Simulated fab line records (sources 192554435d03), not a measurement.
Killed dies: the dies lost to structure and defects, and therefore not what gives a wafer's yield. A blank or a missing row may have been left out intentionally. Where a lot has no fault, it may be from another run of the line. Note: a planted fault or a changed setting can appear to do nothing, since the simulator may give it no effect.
Which tool is to blame? ; flow n5 finfet ; Sampling: 10 lots, 29 wafers, 3 of 1938 route steps

== WHAT THE GAUGES READ, wafer by wafer ==
N5_BEOL_M4_RC_MEAS_101.
lot;measured;on;DIBL_N (mV/V);DIBL_P (mV/V);IOFF_N (nA/um);IOFF_P (nA/um);ION_N (uA/um);ION_P (uA/um);SS_N (mV/dec);SS_P (mV/dec);VT_N (mV);VT_P (mV)
L898;day 9 08:02;prober-02;36.5 36.4 35.1;36.9 36.1 35.6;0.170 0.159 0.143;0.23 0.22 0.22;681 664 675;467 457 469;72.2 72.2 72.0;73.9 73.9 73.2;246 251 252;-247 -246 -246
L899;day 9 11:49;prober-02;36.7 36.7 33.5;35.8 35.5 31.3;0.154 0.141 0.101;0.20 0.19 0.15;674 657 650;462 454 450;72.0 71.0 71.0;73.0 73.0 72.1;251 254 255;-253 -254 -256
L901;day 9 22:49;prober-01;36.7 35.8;37.3 35.5;0.176 0.165;0.21 0.19;670 667;452 456;71.8 71.8;73.2 73.5;251 247;-251 -254
L907;day 11 07:01;prober-01;33.3 34.2 36.2;33.0 35.2 38.0;0.110 0.129 0.170;0.16 0.19 0.23;659 661 678;457 457 463;71.8 71.1 71.6;72.7 73.3 73.7;253 252 249;-254 -252 -247
L908;day 11 12:44;prober-02;35.8 35.1 36.3;35.9 35.9 36.2;0.134 0.132 0.141;0.17 0.18 0.17;677 669 662;452 467 451;71.8 71.2 71.6;72.7 72.4 73.2;252 252 253;-258 -256 -258
L919;day 14 03:56;prober-02;35.4 35.7 38.8;35.1 37.0 40.0;0.126 0.139 0.190;0.16 0.18 0.23;651 671 671;441 461 449;71.2 71.3 72.2;72.9 73.1 74.8;253 253 247;-254 -252 -251
L917;day 14 05:24;prober-02;35.8 33.6 34.9;34.9 31.3 33.4;0.155 0.109 0.135;0.19 0.14 0.17;680 653 674;462 449 463;71.8 71.5 71.9;72.8 73.0 72.8;249 257 250;-252 -256 -253
L918;day 14 16:58;prober-02;35.5 36.1 35.4;33.7 34.1 33.8;0.136 0.144 0.135;0.21 0.21 0.20;674 661 664;473 459 459;70.9 71.4 71.3;72.8 73.5 73.4;254 251 251;-250 -246 -247
L920;day 15 06:46;prober-01;35.3 35.7 37.0;36.1 36.1 37.1;0.156 0.171 0.177;0.23 0.22 0.23;681 677 676;467 468 465;71.0 71.2 71.9;73.7 74.0 74.4;248 249 251;-249 -250 -250
L921;day 15 11:20;prober-02;34.3 31.8 33.2;34.4 30.1 32.1;0.129 0.087 0.113;0.17 0.11 0.14;655 632 658;454 435 449;70.4 71.7 71.2;72.7 71.6 72.2;250 259 255;-253 -261 -258

N5_BEOL_M12_OVL_MEAS_11.
lot;measured;on;V11_OVL (nm)
L898;day 12 02:30;overlay-02;-4 -7 -2
L899;day 12 09:41;overlay-02;-9 -4 -9
L901;day 12 17:46;overlay-02;-5 -4
L907;day 14 01:06;overlay-02;-4 -5 2
L908;day 14 08:22;overlay-02;0 7 6
L919;day 17 05:21;overlay-01;-2 -10 -7
L917;day 17 04:01;overlay-02;4 7 9
L918;day 17 14:53;overlay-02;1 7 3
L920;day 18 09:18;overlay-01;4 2 -4
L921;day 18 06:29;overlay-02;12 7 5

== WHAT TOOL EACH LOT RAN ON (gives the tool, then ch and the chambers of the sampled wafers, and finally the start) ==
lot;N5_BEOL_M11_ANNEAL_51
L898;rtp anneal-02 ch 0, day 12 01:11
L899;rtp anneal-01 ch 0, day 12 08:29
L901;rtp anneal-02 ch 0, day 12 16:26
L907;rtp anneal-01 ch 0, day 13 23:51
L908;rtp anneal-01 ch 0, day 14 06:59
L919;rtp anneal-01 ch 0, day 17 03:58
L917;rtp anneal-02 ch 0, day 17 02:20
L918;rtp anneal-02 ch 0, day 17 13:14
L920;rtp anneal-02 ch 0, day 18 07:56
L921;rtp anneal-01 ch 0, day 18 05:13
- N5_BEOL_M11_ANNEAL_51: time 90 s.

== WHAT THE TOOLS THEMSELVES READ (means of the sampled wafers that have a number; where no wafer has one, the mark that the record gives instead) ==
N5_BEOL_M11_ANNEAL_51.
lot;tool;wafer_temp_C_max
L898;rtp anneal-02;226.27
L899;rtp anneal-01;226.64
L901;rtp anneal-02;226.53
L907;rtp anneal-01;226.10
L908;rtp anneal-01;226.53
L919;rtp anneal-01;226.04
L917;rtp anneal-02;226.24
L918;rtp anneal-02;226.48
L920;rtp anneal-02;226.10
L921;rtp anneal-01;226.47

== THE ANSWER, worked out from the rows above alone ==
Rule: the lots themselves supply what counts as usual. Put in order of their means at a reading, lots are off if they are a third of the lots or fewer, leave a main group of 4 or more, and stand apart from it by a gap of 3 or more times the standard deviation of the main group's means; of several such gaps the widest counts. If all means in a main group match to the digits the tables above print for the reading, that group is not used. A lot without any number at a reading at which 4 lots or more have one is off too. Where the step has rows for the other lots, those lots are counted as sound. First the gauges in route order, then the tools' own readings, where a lot's mean is used as printed above. The first step at which some lot is off is used, and at that step the reading that is off furthest; a lot without a number counts as furthest.
Nothing can be told from this: no lot is off at any reading shown.

== WHAT THE SIMULATOR HAD INSERTED ==
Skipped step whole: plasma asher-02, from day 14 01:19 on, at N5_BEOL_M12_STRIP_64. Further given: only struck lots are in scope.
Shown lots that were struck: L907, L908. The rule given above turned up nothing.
